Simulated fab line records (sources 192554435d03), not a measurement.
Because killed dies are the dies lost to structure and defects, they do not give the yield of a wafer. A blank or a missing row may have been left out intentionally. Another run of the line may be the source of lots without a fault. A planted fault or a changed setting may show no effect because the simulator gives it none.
Chamber matching | flow n5-finfet | N5_BEOL_M7_ETCH_66 on rie-diel-04 has 4 sister chambers
The step etches SOC in N2/H2, target depth 80 nm, overetch 16 nm, time 120 s. 4 wafers are shown with their chamber, then 7 later ones without.

WAFERS, EACH WITH ITS CHAMBER
wafer  | chamber | showerhead-plenum-p-Torr (Torr)
L083.5 | 1       | 2.56
L084.5 | 2       | 2.43
L089.3 | 0       | 2.62
L089.4 | 3       | 2.60

WAFERS WITHOUT THEIR CHAMBER
wafer  | showerhead-plenum-p-Torr (Torr)
L089.5 | 2.60
L095.4 | 2.55
L095.5 | 2.61
L095.6 | 2.55
L097.1 | 2.55
L097.3 | 2.59
L097.4 | 2.42

WHICH CHAMBER EACH WENT THROUGH
wafer  | from the rows above     | in truth
L089.5 | 3                       | 3
L095.4 | 1                       | 1
L095.5 | can't be placed: 3 or 0 | 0
L095.6 | 1                       | 1
L097.1 | 1                       | 1
L097.3 | 3                       | 3
L097.4 | 2                       | 2
Correct placement for 6 of the 7. From these rows, 1 cannot be placed; in 1 the true chamber is one of the candidates. Placed wrongly: 0.
How it was worked out, from the rows above alone: a wafer's distance from a chamber is the root of the sum, over the readings, of the square of ((its reading less the chamber's mean) divided by the reading's scatter). The wafer belongs to the nearest chamber; if the next one is less than 2 further off, it can't be placed. For every chamber, the mean is computed from those of its wafers that are shown. The scatter: with one shown wafer a chamber, the root of the mean of the squares of how far each hidden wafer lies from its nearest shown one.
